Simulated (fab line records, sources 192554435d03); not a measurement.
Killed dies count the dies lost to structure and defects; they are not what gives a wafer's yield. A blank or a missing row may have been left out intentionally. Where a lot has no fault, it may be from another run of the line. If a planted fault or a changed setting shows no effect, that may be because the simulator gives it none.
Which of the tools did it?    flow n5 finfet    Sampling: 10 lots, 30 wafers, 4 of 1938 route steps

== WHAT EACH GAUGE READ, for each wafer ==
N5_BEOL_M11_OCD_MEAS_38.
lot   measured      on      trench depth nm (nm)
L546  day 11 02:32  ocd-01  147.7 151.5 146.4
L544  day 11 18:26  ocd-01  149.0 149.6 149.7
L547  day 12 00:32  ocd-02  150.9 151.5 147.7
L551  day 13 00:57  ocd-02  146.0 146.6 145.4
L550  day 13 01:10  ocd-01  146.9 150.5 145.5
L558  day 14 22:32  ocd-02  148.5 145.7 145.7
L561  day 15 13:12  ocd-02  144.9 149.4 147.6
L562  day 15 13:29  ocd-02  151.2 149.2 148.3
L564  day 16 05:25  ocd-02  145.7 149.9 146.5
L565  day 16 09:17  ocd-01  151.0 146.3 150.7

== WHICH TOOL RAN EACH LOT (tool, then ch and the chambers of the sampled wafers, then the start) ==
lot   N5_BEOL_M11_DESCUM_33               N5_BEOL_M11_ETCH_65                 N5_BEOL_M11_ETCH_41
L546  rie diel-02 ch 0,1,2, day 11 02:02  rie diel-02 ch 0,1,2, day 11 02:04  rie diel-02 ch 0,1,2, day 11 02:32 or earlier
L544  rie diel-06 ch 0,3, day 11 17:57    rie diel-06 ch 0,3, day 11 17:59    rie diel-06 ch 0,3, day 11 18:26 or earlier
L547  rie diel-06 ch 0,1,3, day 12 00:02  rie diel-06 ch 0,1,3, day 12 00:04  rie diel-06 ch 0,1,3, day 12 00:32 or earlier
L551  rie diel-06 ch 1,2,3, day 13 00:27  rie diel-06 ch 1,2,3, day 13 00:29  rie diel-06 ch 1,2,3, day 13 00:57 or earlier
L550  rie diel-02 ch 0,1,2, day 13 00:41  rie diel-02 ch 0,1,2, day 13 00:43  rie diel-02 ch 0,1,2, day 13 01:10 or earlier
L558  rie diel-06 ch 1,2,3, day 14 21:45  rie diel-06 ch 1,2,3, day 14 21:47  rie diel-06 ch 1,2,3, day 14 22:32 or earlier
L561  rie diel-06 ch 1,2,3, day 15 12:42  rie diel-06 ch 1,2,3, day 15 12:44  rie diel-06 ch 1,2,3, day 15 13:12 or earlier
L562  rie diel-05 ch 2,3, day 15 12:59    rie diel-05 ch 2,3, day 15 13:01    rie diel-05 ch 2,3, day 15 13:29 or earlier
L564  rie diel-02 ch 1,3, day 16 04:55    rie diel-02 ch 1,3, day 16 04:58    rie diel-02 ch 1,3, day 16 05:25 or earlier
L565  rie diel-05 ch 0,1,3, day 16 08:47  rie diel-05 ch 0,1,3, day 16 08:49  rie diel-05 ch 0,1,3, day 16 09:17 or earlier
- N5_BEOL_M11_DESCUM_33: chemistry O2, time 7.9 s.
- N5_BEOL_M11_ETCH_65: etches SiARC in CF4, target depth 39 nm, time 65 s.
- N5_BEOL_M11_ETCH_41: etches SiCN in CH3F/O2, target depth 42.6 nm, time 86 s.

== WHAT THE TOOLS THEMSELVES READ (means of the sampled wafers that have a number; where no wafer has one, the mark that the record gives instead) ==
N5_BEOL_M11_DESCUM_33.
lot   tool         drypump motor current A (A)  oes product au (a.u.)  rf vpp V (V)  showerhead plenum p Torr (Torr)  throttle valve pct (%)
L546  rie diel-02  5.2                          0.81                   244.2         2.14                             20.49
L544  rie diel-06  6.3                          0.82                   243.4         2.06                             20.35
L547  rie diel-06  5.9                          0.78                   243.0         2.04                             20.32
L551  rie diel-06  6.2                          0.75                   242.2         2.03                             20.49
L550  rie diel-02  5.2                          0.79                   243.5         2.13                             20.51
L558  rie diel-06  6.2                          0.75                   242.3         2.02                             20.50
L561  rie diel-06  6.2                          0.74                   242.3         2.02                             20.52
L562  rie diel-05  5.5                          0.76                   243.8         2.11                             20.67
L564  rie diel-02  5.9                          0.74                   243.8         2.15                             20.50
L565  rie diel-05  5.7                          0.81                   244.2         2.14                             20.40

N5_BEOL_M11_ETCH_65.
lot   tool         drypump motor current A (A)  etch rf on time s (s)  mfc ar sccm (sccm)  oes product au (a.u.)  rf vpp V (V)  showerhead plenum p Torr (Torr)  throttle valve pct (%)
L546  rie diel-02  5.3                          64.6                   99.8                0.69                   183.7         2.18                             15.67
L544  rie diel-06  6.3                          64.6                   99.7                0.70                   183.4         2.10                             15.51
L547  rie diel-06  6.0                          65.8                   100.3               0.67                   183.3         2.10                             15.54
L551  rie diel-06  6.2                          66.6                   100.0               0.63                   182.3         2.08                             15.70
L550  rie diel-02  5.2                          65.3                   99.9                0.68                   184.1         2.18                             15.69
L558  rie diel-06  6.2                          52.5                   100.1               0.73                   183.2         2.08                             15.73
L561  rie diel-06  6.2                          52.9                   100.1               0.73                   183.3         2.08                             15.73
L562  rie diel-05  5.5                          64.5                   99.6                0.65                   184.8         2.16                             15.88
L564  rie diel-02  5.9                          65.5                   100.2               0.63                   184.1         2.19                             15.64
L565  rie diel-05  5.7                          64.2                   100.3               0.70                   183.8         2.19                             15.55

N5_BEOL_M11_ETCH_41.
lot   tool         O2_flow_sccm (sccm)  drypump motor current A (A)  mfc ar sccm (sccm)  oes product au (a.u.)  rf vpp V (V)  showerhead plenum p Torr (Torr)  throttle valve pct (%)
L546  rie diel-02  20.02                5.2                          149.5               0.80                   297.9         2.04                             16.36
L544  rie diel-06  20.02                6.3                          150.2               0.82                   296.9         1.96                             16.22
L547  rie diel-06  20.01                5.9                          150.2               0.78                   296.3         1.96                             16.25
L551  rie diel-06  19.98                6.2                          150.4               0.74                   296.7         1.94                             16.42
L550  rie diel-02  19.97                5.2                          150.0               0.78                   298.6         2.04                             16.40
L558  rie diel-06  19.95                6.2                          150.0               0.74                   295.7         1.94                             16.43
L561  rie diel-06  19.98                6.2                          150.0               0.73                   295.8         1.94                             16.45
L562  rie diel-05  20.01                5.5                          149.6               0.76                   297.7         2.02                             16.58
L564  rie diel-02  19.99                5.9                          150.0               0.74                   298.4         2.04                             16.34
L565  rie diel-05  19.94                5.7                          150.0               0.81                   298.5         2.04                             16.26

== THE ANSWER, worked out from the rows above alone ==
Rule: the usual values come from the lots themselves. The widest of any qualifying gaps counts: lots, ordered by their means at a reading, are off when they make up no more than a third of the lots, leave a main group of 4 or more, and stand apart from it by 3 or more times the standard deviation of that group's means. A main group is skipped when, at the precision printed for the reading in the tables above, its means are all equal. Also off: a lot with no number at a reading for which 4 or more lots have one. Where the step has rows for the other lots, those lots are counted as sound. The gauges are gone through in route order, then the tools' own readings, and for those a lot's mean is taken as printed above. At the first step where some lot is off, the reading lying furthest off is the one used; lots without a number count as furthest.
Off at N5_BEOL_M11_ETCH_65 (etch rf on time s): L558, L561. The main group: mean 65.1 s, standard deviation 0.76.
If a tool, at that step or one of the process steps before it, ran each lot that is off and ran no sound lot following the first of them, it fits. One fits: N5_BEOL_M11_DESCUM_33 and N5_BEOL_M11_ETCH_65 on rie diel-06. At N5_BEOL_M11_DESCUM_33 its last sound lot is L551 (day 13 00:27), its first lot that is off L558 (day 14 21:45): a fault that began between those two fits.

== WHAT THE SIMULATOR HAD PUT IN ==
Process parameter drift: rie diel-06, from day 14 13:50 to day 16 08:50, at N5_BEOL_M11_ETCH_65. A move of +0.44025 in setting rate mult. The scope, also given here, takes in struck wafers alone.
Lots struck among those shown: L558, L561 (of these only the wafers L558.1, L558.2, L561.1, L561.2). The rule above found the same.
